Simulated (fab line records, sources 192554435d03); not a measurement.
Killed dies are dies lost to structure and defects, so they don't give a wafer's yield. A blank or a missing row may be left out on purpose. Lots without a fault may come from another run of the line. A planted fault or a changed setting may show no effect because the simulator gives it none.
fab line records | flow n5_finfet | part 2 of 2: steps 20 to 29 of 29
record lots=5 wafers=15 last_day=16
route steps=1938 shown BEOL_M10@1495
lots that met no fault: from a run of the same line without faults
start_h: hours from the record's first day to the start of the lot's first wafer shown | wait_h: hours since the lot's step before | " the same as in the row above | L1.1+2: a row that stands for several wafers | - no value, or no start given | * or withheld: withheld | < > ~ a bound
route shown NAME@n: a module of which the file shows steps, and the number in the route of the first | usual: mean/standard deviation of fault-free wafers | same: alike in all rows | chamber/n: place in a boat | sites: the reading at each site | _std_site: their standard deviation | _edge_site: outer sites' mean less inner sites' | radius_mm: how far each site lies from the wafer's centre | mask NAME#n: copy n | behind: the tool/chamber that last shaped the wafer | hold: why the lot was held/for how many hours/how that ended | device: the transistor (n, p or np) that didn't switch | end of line: the same wafers' tests at the end of the route | a step without rows: its recipe alone | killed: dies lost to structure and defects at the first sort, not the wafer's yield | map: a wafer's dies, x killed, . not, _ none there
set.NAME: the setting as run; set.NAME@STEP: as run at that earlier step | model.NAME: the simulator's own value behind a step, which no gauge read
lots at some steps of the route; a table a step, a row a wafer
services: from which hour (start_h, from the record's first day; less than 0 if before it) a tool's chamber was out of use, for how many hours, and why
## steps
# step N5_BEOL_M10_STRIP_77
# recipe chemistry=N2/H2 time_s=10 power_w=450 temp_c=40 pressure_mtorr=20 rf_frequency_hz=6e+07 bias_power_w=7 n2_flow_sccm=200 h2_flow_sccm=200
# usual bias_power_w=7.004/0.021 drypump_motor_current_A=5.6/0.46 oes_product_au=0.78/0.088 rf_vpp_V=59.1/0.93 showerhead_plenum_p_Torr=2.58/0.11 temp_c=39.99/0.11 throttle_valve_pct=23.7/0.37
# columns lot.wafer tool chamber start_h wait_h bias_power_w drypump_motor_current_A oes_product_au rf_hours_counter_h rf_vpp_V showerhead_plenum_p_Torr temp_c throttle_valve_pct
L081.1 rie_diel-01 2 - - 7.009 5.1 0.89 45 59.5 2.71 39.76 24.1
L081.4 " 0 " " 7.023 6.5 0.80 105 59.2 2.57 39.97 23.6
L081.5 " 3 " " 6.976 5.7 0.71 - 57.7 2.66 39.99 24.1
L083.3 rie_diel-04 2 - - 7.008 5.1 0.82 69 60.1 2.66 39.86 23.4
L083.4 " 3 " " 7.032 5.0 0.71 209 58.2 2.44 40.06 23.9
L083.6 " 1 " " 7.051 5.8 0.88 - 57.7 2.47 40.12 23.6
L089.1 rie_diel-03 1 - - 6.972 5.2 0.82 107 59.6 2.65 40.25 22.9
L089.2 " 2 " " 6.997 6.0 0.73 207 59.0 2.40 39.92 23.4
L089.5 " 2 " " 7.012 6.1 0.72 - 57.2 2.40 40.12 23.4
L094.1 rie_diel-04 3 - - 7.030 5.0 0.69 235 58.2 2.43 39.92 24.0
L094.3 " 0 " " 7.031 5.6 0.82 73 59.9 2.69 40.04 23.8
L094.5 " 2 " " 7.019 5.1 0.79 - 58.7 2.65 40.09 23.4
L095.2 rie_diel-04 2 - - 6.972 5.1 0.79 97 60.3 2.65 39.94 23.4
L095.4 " 1 " " 6.969 5.8 0.84 67 59.5 2.46 40.03 23.7
L095.6 " 2 " " 7.003 5.1 0.78 - 60.3 2.65 39.98 23.4
# step N5_BEOL_M10_OCD_MEAS_38
# usual trench_depth_nm=150/4.1
# columns lot.wafer tool chamber start_h wait_h trench_depth_nm
L081.1 ocd-01 - 251.36 - 149
L081.4 " - " " 150
L081.5 " - " " 148
L083.3 ocd-01 - 261.14 - 155
L083.4 " - " " 151
L083.6 " - " " 147
L089.1 ocd-01 - 300.64 - 158
L089.2 " - " " 152
L089.5 " - " " 152
L094.1 ocd-01 - 339.56 - 151
L094.3 " - " " 146
L094.5 " - " " 157
L095.2 ocd-02 - 344.94 - 158
L095.4 " - " " 149
L095.6 " - " " 159
# step N5_BEOL_M10_HM_STRIP_39
# recipe chemistry=peroxide_tin_strip material=TiN target_depth_a=250 temp_c=50 time_s=158
# usual temp_c=49.99/0.12
# columns lot.wafer tool chamber start_h wait_h temp_c
L081.1 wet_bench-03 2 251.39 0.0 50.03
L081.4 " 4 " " 50.09
L081.5 " 5 " " 49.90
L083.3 wet_bench-03 0 261.17 0.0 49.92
L083.4 " 2 " " 49.63
L083.6 " 1 " " 49.97
L089.1 wet_bench-04 4 300.68 0.0 49.88
L089.2 " 7 " " 49.97
L089.5 " 3 " " 50.10
L094.1 wet_bench-03 0 339.59 0.0 50.17
L094.3 " 2 " " 49.88
L094.5 " 3 " " 49.99
L095.2 wet_bench-03 2 344.98 0.0 50.05
L095.4 " 6 " " 49.94
L095.6 " 3 " " 49.82
# step N5_BEOL_M10_SRD_40
# recipe time_s=30 temp_c=23 rinse_liquid=diw dry=ipa_marangoni
# usual temp_c=23.00/0.11
# columns lot.wafer tool chamber start_h wait_h temp_c
L081.1 wet_bench-03 2 251.44 0.0 22.90
L081.4 " 4 " " 22.84
L081.5 " 5 " " 23.02
L083.3 wet_bench-03 0 261.22 0.0 22.94
L083.4 " 2 " " 22.86
L083.6 " 1 " " 22.90
L089.1 wet_bench-04 4 300.72 0.0 22.96
L089.2 " 7 " " 22.91
L089.5 " 3 " " 22.94
L094.1 wet_bench-03 0 339.64 0.0 23.08
L094.3 " 2 " " 23.10
L094.5 " 3 " " 23.15
L095.2 wet_bench-03 2 345.02 0.0 22.95
L095.4 " 6 " " 23.14
L095.6 " 3 " " 23.14
# step N5_BEOL_M10_PRECLEAN_42
# recipe chemistry=residue_remover time_s=60 temp_c=40
# usual temp_c=40.00/0.12
# columns lot.wafer tool chamber start_h wait_h temp_c
L081.1 wet_bench-03 2 251.46 0.0 39.84
L081.4 " 4 " " 40.08
L081.5 " 5 " " 40.02
L083.3 wet_bench-03 0 261.24 0.0 40.09
L083.4 " 2 " " 40.04
L083.6 " 1 " " 40.23
L089.1 wet_bench-04 4 300.74 0.0 39.87
L089.2 " 7 " " 39.96
L089.5 " 3 " " 39.81
L094.1 wet_bench-03 0 339.66 0.0 40.23
L094.3 " 2 " " 39.94
L094.5 " 3 " " 40.01
L095.2 wet_bench-03 2 345.04 0.0 40.13
L095.4 " 6 " " 40.15
L095.6 " 3 " " 39.91
# step N5_BEOL_M10_SRD_43
# recipe time_s=30 temp_c=23 rinse_liquid=diw dry=ipa_marangoni
# usual temp_c=23.00/0.11
# columns lot.wafer tool chamber start_h wait_h temp_c
L081.1 wet_bench-03 2 251.47 0.0 22.89
L081.4 " 4 " " 23.03
L081.5 " 5 " " 23.13
L083.3 wet_bench-03 0 261.25 0.0 22.87
L083.4 " 2 " " 22.96
L083.6 " 1 " " 22.86
L089.1 wet_bench-04 4 300.76 0.0 23.08
L089.2 " 7 " " 22.98
L089.5 " 3 " " 23.11
L094.1 wet_bench-03 0 339.67 0.0 22.98
L094.3 " 2 " " 23.03
L094.5 " 3 " " 23.03
L095.2 wet_bench-03 2 345.06 0.0 23.08
L095.4 " 6 " " 22.96
L095.6 " 3 " " 23.05
# step N5_BEOL_M10_CD_MEAS_35
# recipe target_cd_nm=70 polarity=opening
# usual cd_nm=70.6/0.79
# columns lot.wafer tool chamber start_h wait_h cd_nm
L081.1 cd_sem-02 - 251.51 0.0 69.8
L081.4 " - " " 71.0
L081.5 " - " " 70.0
L083.3 cd_sem-03 - 261.30 0.0 70.7
L083.4 " - " " 70.3
L083.6 " - " " 70.3
L089.1 cd_sem-02 - 300.80 0.0 70.1
L089.2 " - " " 70.4
L089.5 " - " " 70.5
L094.1 cd_sem-01 - 339.72 0.0 69.8
L094.3 " - " " 70.3
L094.5 " - " " 70.3
L095.2 cd_sem-01 - 345.10 0.0 71.4
L095.4 " - " " 72.2
L095.6 " - " " 71.0
# step N5_BEOL_M10_CURE_72
# recipe temp_c=370 time_s=120 ambient=DMADMS/He material=SiCOH_lowk
# usual lamp_power_pct=52.31/0.054 wafer_temp_C_max=371.3/0.44
# columns lot.wafer tool chamber start_h wait_h lamp_power_pct wafer_temp_C_max
L081.1 uv_cure-02 0 251.55 0.0 52.45 371.2
L081.4 " 0 " " 52.27 370.8
L081.5 " 0 " " 52.28 371.2
L083.3 uv_cure-02 1 261.44 0.1 52.26 370.9
L083.4 " 1 " " 52.23 370.5
L083.6 " 1 " " 52.27 371.5
L089.1 uv_cure-02 1 300.84 0.0 52.32 371.0
L089.2 " 1 " " 52.25 371.2
L089.5 " 1 " " 52.29 370.9
L094.1 uv_cure-02 0 339.87 0.2 52.39 370.9
L094.3 " 0 " " 52.26 371.2
L094.5 " 0 " " 52.22 371.4
L095.2 uv_cure-02 0 345.19 0.1 52.36 371.3
L095.4 " 0 " " 52.29 371.4
L095.6 " 0 " " 52.33 371.2
# step N5_BEOL_M10_DEGAS_44
# recipe ambient=vacuum temp_c=250 time_s=60
# usual heater_power_w=330/46
# columns lot.wafer tool chamber start_h wait_h heater_power_w
L081.1 pvd_sputter-03 - 251.91 0.3 298
L081.4 " - " " 346
L081.5 " - " " 343
L083.3 pvd_sputter-03 - 262.56 1.1 297
L083.4 " - " " 304
L083.6 " - " " 302
L089.1 pvd_sputter-01 - 303.53 2.6 363
L089.2 " - " " 339
L089.5 " - " " 305
L094.1 pvd_sputter-03 - 340.29 0.4 301
L094.3 " - " " 295
L094.5 " - " " 430
L095.2 pvd_sputter-03 - 346.80 1.6 419
L095.4 " - " " 298
L095.6 " - " " 348
# step N5_BEOL_M10_PRE_CLEAN_45
# recipe gas=H2/He time_s=30 temp_c=250
# usual heater_power_w=330/45
# columns lot.wafer tool chamber start_h wait_h heater_power_w
L081.1 pvd_sputter-03 - 251.95 0.0 297
L081.4 " - " " 342
L081.5 " - " " 348
L083.3 pvd_sputter-03 - 262.60 0.0 298
L083.4 " - " " 314
L083.6 " - " " 305
L089.1 pvd_sputter-01 - 303.57 0.0 357
L089.2 " - " " 347
L089.5 " - " " 310
L094.1 pvd_sputter-03 - 340.33 0.0 302
L094.3 " - " " 293
L094.5 " - " " 428
L095.2 pvd_sputter-03 - 346.84 0.0 426
L095.4 " - " " 307
L095.6 " - " " 345
## services
# columns tool chamber start_h hours kind
wet_bench-04 - 228.07 1.4 repair
arfi_scanner-01 - 231.53 1.3 pm
uv_cure-02 - 233.26 9.8 repair
arfi_scanner-01 - 236.71 2.1 repair
arfi_scanner-02 - 276.20 1.0 pm
rie_diel-03 3 280.33 - clean
rie_diel-03 3 280.33 - consumable_replace:focus_ring
rie_diel-03 3 280.33 19.1 scheduled_down
rie_diel-03 3 280.33 19.1 vent_cycle
arfi_scanner-01 - 282.25 2.4 repair
arfi_scanner-02 - 289.49 0.8 pm
litho_track-01 - 291.00 - consumable_replace:filter
arfi_scanner-02 - 292.42 1.3 pm
wet_bench-04 - 295.53 3.8 repair
arfi_scanner-01 - 298.64 1.0 pm
rie_diel-01 2 299.64 2.8 repair
rie_diel-01 1 302.48 - clean
rie_diel-01 1 302.48 - consumable_replace:focus_ring
rie_diel-01 1 302.48 - consumable_replace:showerhead
rie_diel-01 1 302.48 17.3 scheduled_down
rie_diel-01 1 302.48 17.3 vent_cycle
rie_diel-01 3 329.51 - clean
arfi_scanner-02 - 331.04 0.8 pm
pvd_sputter-01 - 342.33 3.2 repair
